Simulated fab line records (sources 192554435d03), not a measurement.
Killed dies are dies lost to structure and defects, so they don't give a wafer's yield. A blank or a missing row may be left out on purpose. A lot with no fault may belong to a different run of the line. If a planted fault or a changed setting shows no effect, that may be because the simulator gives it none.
Split-lot trial :: flow n5_finfet :: 39 wafers read across 7 lots, on a route 1938 steps long

== ON THE SPLIT ==
At N5_GATE_CUT_ALD_22 (deposits SiNx, target thk 16 nm, pulse time 1 s, ald cycles 320), the setting ald_cycles was moved away from the recipe's 320 on 9 of the 39 wafers read, by -45.9% to +35.0%. This setting was run at the recipe's value on the other wafers.

Reading taken at the split's own step.

== THE READING ==
SiNx_of_GATE_CUT_ALD_22.thk_nm (the simulator's own value, which no gauge read), in nm, at N5_GATE_CUT_ALD_22 (deposits SiNx, target thk 16 nm, pulse time 1 s, ald cycles 320). No usual value for it is given in the file. Average 16.0 nm, standard deviation 0.11 nm, over the 30 wafers here run with the recipe.

wafer: L080.1
tool, chamber at the split: ald_sin-03, 2,1
ald_cycles as run: 320
against the recipe: recipe
SiNx_of_GATE_CUT_ALD_22.thk_nm, nm: 16.2
against lot-mates on the recipe: -

wafer: L080.4
tool, chamber at the split: ald_sin-03, 2,1
ald_cycles as run: 320
against the recipe: recipe
SiNx_of_GATE_CUT_ALD_22.thk_nm, nm: 16.2
against lot-mates on the recipe: -

wafer: L080.2
tool, chamber at the split: ald_sin-03, 0
ald_cycles as run: 173
against the recipe: -45.9%
SiNx_of_GATE_CUT_ALD_22.thk_nm, nm: 8.8
against lot-mates on the recipe: -7.3

wafer: L080.6
tool, chamber at the split: ald_sin-03, 0
ald_cycles as run: 173
against the recipe: -45.9%
SiNx_of_GATE_CUT_ALD_22.thk_nm, nm: 8.8
against lot-mates on the recipe: -7.3

wafer: L080.3
tool, chamber at the split: ald_sin-03, 3
ald_cycles as run: 320
against the recipe: recipe
SiNx_of_GATE_CUT_ALD_22.thk_nm, nm: 16
against lot-mates on the recipe: -

wafer: L080.5
tool, chamber at the split: ald_sin-03, 3
ald_cycles as run: 173
against the recipe: -45.9%
SiNx_of_GATE_CUT_ALD_22.thk_nm, nm: 8.6
against lot-mates on the recipe: -7.5

wafer: L083.1
tool, chamber at the split: ald_sin-04, 1,0,2
ald_cycles as run: 320
against the recipe: recipe
SiNx_of_GATE_CUT_ALD_22.thk_nm, nm: 16
against lot-mates on the recipe: -

wafer: L083.2
tool, chamber at the split: ald_sin-04, 1,0,2
ald_cycles as run: 320
against the recipe: recipe
SiNx_of_GATE_CUT_ALD_22.thk_nm, nm: 16
against lot-mates on the recipe: -

wafer: L083.4
tool, chamber at the split: ald_sin-04, 1,0,2
ald_cycles as run: 320
against the recipe: recipe
SiNx_of_GATE_CUT_ALD_22.thk_nm, nm: 16
against lot-mates on the recipe: -

wafer: L087.1
tool, chamber at the split: ald_sin-04, 3
ald_cycles as run: 320
against the recipe: recipe
SiNx_of_GATE_CUT_ALD_22.thk_nm, nm: 15.8
against lot-mates on the recipe: -

wafer: L087.2
tool, chamber at the split: ald_sin-04, 0
ald_cycles as run: 230
against the recipe: -28.1%
SiNx_of_GATE_CUT_ALD_22.thk_nm, nm: 11.6
against lot-mates on the recipe: -4.3

wafer: L087.3
tool, chamber at the split: ald_sin-04, 2,0
ald_cycles as run: 230
against the recipe: -28.1%
SiNx_of_GATE_CUT_ALD_22.thk_nm, nm: 11.4
against lot-mates on the recipe: -4.5

wafer: L087.6
tool, chamber at the split: ald_sin-04, 2,0
ald_cycles as run: 230
against the recipe: -28.1%
SiNx_of_GATE_CUT_ALD_22.thk_nm, nm: 11.4
against lot-mates on the recipe: -4.5

wafer: L087.4
tool, chamber at the split: ald_sin-04, 1
ald_cycles as run: 320
against the recipe: recipe
SiNx_of_GATE_CUT_ALD_22.thk_nm, nm: 16
against lot-mates on the recipe: -

wafer: L087.5
tool, chamber at the split: ald_sin-04, 1
ald_cycles as run: 320
against the recipe: recipe
SiNx_of_GATE_CUT_ALD_22.thk_nm, nm: 16
against lot-mates on the recipe: -

wafer: L088.1
tool, chamber at the split: ald_sin-03, 2,1,2
ald_cycles as run: 320
against the recipe: recipe
SiNx_of_GATE_CUT_ALD_22.thk_nm, nm: 16.2
against lot-mates on the recipe: -

wafer: L088.4
tool, chamber at the split: ald_sin-03, 2,1,2
ald_cycles as run: 320
against the recipe: recipe
SiNx_of_GATE_CUT_ALD_22.thk_nm, nm: 16.2
against lot-mates on the recipe: -

wafer: L088.5
tool, chamber at the split: ald_sin-03, 2,1,2
ald_cycles as run: 320
against the recipe: recipe
SiNx_of_GATE_CUT_ALD_22.thk_nm, nm: 16.2
against lot-mates on the recipe: -

wafer: L088.2
tool, chamber at the split: ald_sin-03, 3,0,3
ald_cycles as run: 320
against the recipe: recipe
SiNx_of_GATE_CUT_ALD_22.thk_nm, nm: 16
against lot-mates on the recipe: -

wafer: L088.3
tool, chamber at the split: ald_sin-03, 3,0,3
ald_cycles as run: 320
against the recipe: recipe
SiNx_of_GATE_CUT_ALD_22.thk_nm, nm: 16
against lot-mates on the recipe: -

wafer: L088.6
tool, chamber at the split: ald_sin-03, 3,0,3
ald_cycles as run: 320
against the recipe: recipe
SiNx_of_GATE_CUT_ALD_22.thk_nm, nm: 16
against lot-mates on the recipe: -

wafer: L089.1
tool, chamber at the split: ald_sin-04, 0,2,1,0
ald_cycles as run: 320
against the recipe: recipe
SiNx_of_GATE_CUT_ALD_22.thk_nm, nm: 16
against lot-mates on the recipe: -

wafer: L089.2
tool, chamber at the split: ald_sin-04, 0,2,1,0
ald_cycles as run: 320
against the recipe: recipe
SiNx_of_GATE_CUT_ALD_22.thk_nm, nm: 16
against lot-mates on the recipe: -

wafer: L089.3
tool, chamber at the split: ald_sin-04, 0,2,1,0
ald_cycles as run: 320
against the recipe: recipe
SiNx_of_GATE_CUT_ALD_22.thk_nm, nm: 16
against lot-mates on the recipe: -

wafer: L089.6
tool, chamber at the split: ald_sin-04, 0,2,1,0
ald_cycles as run: 320
against the recipe: recipe
SiNx_of_GATE_CUT_ALD_22.thk_nm, nm: 16
against lot-mates on the recipe: -

wafer: L089.4
tool, chamber at the split: ald_sin-04, 3
ald_cycles as run: 320
against the recipe: recipe
SiNx_of_GATE_CUT_ALD_22.thk_nm, nm: 15.8
against lot-mates on the recipe: -

wafer: L089.5
tool, chamber at the split: ald_sin-04, 3
ald_cycles as run: 320
against the recipe: recipe
SiNx_of_GATE_CUT_ALD_22.thk_nm, nm: 15.8
against lot-mates on the recipe: -

wafer: L092.1
tool, chamber at the split: ald_sin-03, 3,0,2,3,0
ald_cycles as run: 320
against the recipe: recipe
SiNx_of_GATE_CUT_ALD_22.thk_nm, nm: 16
against lot-mates on the recipe: -

wafer: L092.2
tool, chamber at the split: ald_sin-03, 3,0,2,3,0
ald_cycles as run: 320
against the recipe: recipe
SiNx_of_GATE_CUT_ALD_22.thk_nm, nm: 16
against lot-mates on the recipe: -

wafer: L092.3
tool, chamber at the split: ald_sin-03, 3,0,2,3,0
ald_cycles as run: 320
against the recipe: recipe
SiNx_of_GATE_CUT_ALD_22.thk_nm, nm: 16
against lot-mates on the recipe: -

wafer: L092.4
tool, chamber at the split: ald_sin-03, 3,0,2,3,0
ald_cycles as run: 320
against the recipe: recipe
SiNx_of_GATE_CUT_ALD_22.thk_nm, nm: 16
against lot-mates on the recipe: -

wafer: L092.5
tool, chamber at the split: ald_sin-03, 3,0,2,3,0
ald_cycles as run: 320
against the recipe: recipe
SiNx_of_GATE_CUT_ALD_22.thk_nm, nm: 16
against lot-mates on the recipe: -

wafer: L092.6
tool, chamber at the split: ald_sin-03, 2
ald_cycles as run: 320
against the recipe: recipe
SiNx_of_GATE_CUT_ALD_22.thk_nm, nm: 16.2
against lot-mates on the recipe: -

wafer: L093.1
tool, chamber at the split: ald_sin-01, 1,3,0
ald_cycles as run: 432
against the recipe: +35.0%
SiNx_of_GATE_CUT_ALD_22.thk_nm, nm: 21.6
against lot-mates on the recipe: +5.6

wafer: L093.5
tool, chamber at the split: ald_sin-01, 1,3,0
ald_cycles as run: 432
against the recipe: +35.0%
SiNx_of_GATE_CUT_ALD_22.thk_nm, nm: 21.6
against lot-mates on the recipe: +5.6

wafer: L093.6
tool, chamber at the split: ald_sin-01, 1,3,0
ald_cycles as run: 432
against the recipe: +35.0%
SiNx_of_GATE_CUT_ALD_22.thk_nm, nm: 21.6
against lot-mates on the recipe: +5.6

wafer: L093.2
tool, chamber at the split: ald_sin-01, 3,2,0
ald_cycles as run: 320
against the recipe: recipe
SiNx_of_GATE_CUT_ALD_22.thk_nm, nm: 16
against lot-mates on the recipe: -

wafer: L093.3
tool, chamber at the split: ald_sin-01, 3,2,0
ald_cycles as run: 320
against the recipe: recipe
SiNx_of_GATE_CUT_ALD_22.thk_nm, nm: 16
against lot-mates on the recipe: -

wafer: L093.4
tool, chamber at the split: ald_sin-01, 3,2,0
ald_cycles as run: 320
against the recipe: recipe
SiNx_of_GATE_CUT_ALD_22.thk_nm, nm: 16
against lot-mates on the recipe: -
When a row names more than one chamber, that row covers several wafers, and the file does not tell which wafer ran in which chamber.

THE FIT
A straight line over all 39 wafers: SiNx_of_GATE_CUT_ALD_22.thk_nm changes by +0.159 nm for each +1% of ald_cycles; r = +1.00; the points scatter about the line by 0.11 nm.
The same after taking each lot's own level away (the mean of its wafers on the recipe; 39 wafers): +0.16 nm for each +1%; r = +1.00; scatter 0.084 nm.
That fit puts the effect of the largest move of ald_cycles on the reading at 7.4 nm.
The lots' own levels span 15.93 to 16.13 nm, that is 1.9 times the standard deviation above.
Consequently the slope shifts little with the lot-to-lot level, the two slopes agreeing.
Check: with one of the wafers moved furthest among these (-45.9%) left out of the fit, the line predicts -7.37 nm for it against its lot-mates. Against them it came out at -7.33 nm.

== ADDITIONAL SPLITS CARRIED BY THESE WAFERS ==
Before the reading, these wafers also passed through other splits. Each is held against what the fit with the lots' levels taken away leaves over:
other split on the same wafers: N5_DUMMY_GATE_CVD_03 target_thk_a
wafers away from the commonest value: 30
r with SiNx_of_GATE_CUT_ALD_22.thk_nm (lot level and that fit taken away): -0.10

== FILE'S OWN FIT ==
SiNx_of_GATE_CUT_ALD_22.thk_nm changes by +0.16 nm for each +1% of ald_cycles, r = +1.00.
